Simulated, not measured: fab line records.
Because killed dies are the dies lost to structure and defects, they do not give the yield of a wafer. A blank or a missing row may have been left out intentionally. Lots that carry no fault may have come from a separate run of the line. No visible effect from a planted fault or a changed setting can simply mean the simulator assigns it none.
Split-lot trial | flow n5-finfet | 39 wafers read from 7 lots, route of 1938 steps

ABOUT THE SPLIT
At N5_MOL_CONTACT_COAG_ETCH_110 (etches Si in CF4/O2, target depth 2.5 nm, time 8 s), the setting source-w was moved away from the recipe's 200 W on 18 of the 39 wafers read, by -19.1% to +18.7%. This setting was run at the recipe's value on the other wafers.

The split's own step is where the reading is taken.

THE READING
rf-vpp-V, in V, at N5_MOL_CONTACT_COAG_ETCH_110 (etches Si in CF4/O2, target depth 2.5 nm, time 8 s). Typical for fault-free wafers on this fab line: 127.7 V, with standard deviation 1.7 V.

wafer  | tool, chamber at the split | source-w as run, W | against the recipe | rf-vpp-V, V | against lot-mates on the recipe
L075.2 | rie-diel-01, 0             | 200                | recipe             | 129.6       | -
L075.4 | rie-diel-01, 2             | 200                | recipe             | 129.5       | -
L075.5 | rie-diel-01, 0             | 200                | recipe             | 129.6       | -
L076.1 | rie-diel-01, 3             | 161.8              | -19.1%             | 144.6       | +16.9
L076.2 | rie-diel-01, 1             | 200                | recipe             | 127.2       | -
L076.3 | rie-diel-01, 0             | 200                | recipe             | 129.0       | -
L076.4 | rie-diel-01, 2             | 161.8              | -19.1%             | 149.5       | +21.8
L076.5 | rie-diel-01, 1             | 200                | recipe             | 126.8       | -
L076.6 | rie-diel-01, 0             | 161.8              | -19.1%             | 146.9       | +19.2
L077.1 | rie-diel-01, 2             | 200                | recipe             | 129.6       | -
L077.2 | rie-diel-01, 3             | 200                | recipe             | 125.6       | -
L077.3 | rie-diel-01, 0             | 170.6              | -14.7%             | 142.0       | +14.9
L077.4 | rie-diel-01, 1             | 200                | recipe             | 126.0       | -
L077.5 | rie-diel-01, 1             | 170.6              | -14.7%             | 139.5       | +12.4
L077.6 | rie-diel-01, 0             | 170.6              | -14.7%             | 143.1       | +16.0
L084.1 | rie-diel-05, 0             | 200                | recipe             | 130.9       | -
L084.2 | rie-diel-05, 1             | 237.4              | +18.7%             | 111.6       | -16.9
L084.3 | rie-diel-05, 3             | 237.4              | +18.7%             | 114.5       | -14.0
L084.4 | rie-diel-05, 1             | 200                | recipe             | 127.1       | -
L084.5 | rie-diel-05, 3             | 200                | recipe             | 127.5       | -
L084.6 | rie-diel-05, 0             | 237.4              | +18.7%             | 115.9       | -12.6
L085.1 | rie-diel-01, 1             | 177.8              | -11.1%             | 136.1       | +8.1
L085.2 | rie-diel-01, 0             | 200                | recipe             | 126.9       | -
L085.3 | rie-diel-01, 2             | 200                | recipe             | 132.0       | -
L085.4 | rie-diel-01, 3             | 177.8              | -11.1%             | 133.4       | +5.4
L085.5 | rie-diel-01, 1             | 200                | recipe             | 125.0       | -
L085.6 | rie-diel-01, 0             | 177.8              | -11.1%             | 139.9       | +11.9
L090.1 | rie-diel-04, 2             | 200                | recipe             | 125.9       | -
L090.2 | rie-diel-04, 3             | 200                | recipe             | 129.5       | -
L090.3 | rie-diel-04, 2             | 176.5              | -11.8%             | 135.8       | +8.7
L090.4 | rie-diel-04, 3             | 176.5              | -11.8%             | 137.9       | +10.8
L090.5 | rie-diel-04, 2             | 200                | recipe             | 125.9       | -
L090.6 | rie-diel-04, 3             | 176.5              | -11.8%             | 139.9       | +12.8
L095.1 | rie-diel-04, 2             | 232.6              | +16.3%             | 116.1       | -13.2
L095.2 | rie-diel-04, 3             | 200                | recipe             | 129.6       | -
L095.3 | rie-diel-04, 1             | 200                | recipe             | 128.3       | -
L095.4 | rie-diel-04, 1             | 232.6              | +16.3%             | 117.0       | -12.3
L095.5 | rie-diel-04, 3             | 200                | recipe             | 130.1       | -
L095.6 | rie-diel-04, 2             | 232.6              | +16.3%             | 116.0       | -13.3

FIT RESULTS
A straight line over all 39 wafers: rf-vpp-V changes by -0.83 V for each +1% of source-w; r = -0.97; the points scatter about the line by 2.2 V.
The same after taking each lot's own level away (the mean of its wafers on the recipe; 39 wafers): -0.874 V for each +1%; r = -0.98; scatter 2 V.
According to that fit, moving source-w by its largest amount changes the reading by 17 V.
Measured against the standard deviation above, the lots' own levels, which go from 127.07 to 129.57 V, span 1.5 times it.
The two slopes agree, so the slope changes little with the lot-to-lot level.
Check: for one of the wafers moved furthest among these (-19.1%), held out of the fit, the line's prediction against its lot-mates is +17.2 V. It came out at +16.9 V against them.
Tool readings at the split's step, against how far the setting was moved: rf-vpp-V r = -0.97.

THE WHOLE CHAIN: every reading that the file lists as answering this split, in the file's order
step                         | what it does                                       | reading                                                        | change (the file's fit)                | r (the file's)
N5_MOL_CONTACT_COAG_ETCH_110 | etches Si in CF4/O2, target depth 2.5 nm, time 8 s | rf-vpp-V                                                       | -0.881 V for each +1% of the setting   | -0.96
N5_MOL_CONTACT_COAG_ETCH_110 | etches Si in CF4/O2, target depth 2.5 nm, time 8 s | etch.depth-nm (the simulator's own value, which no gauge read) | +0.0208 nm for each +1% of the setting | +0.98

FILE'S OWN FIT
rf-vpp-V changes by -0.881 V for each +1% of source-w, r = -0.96.
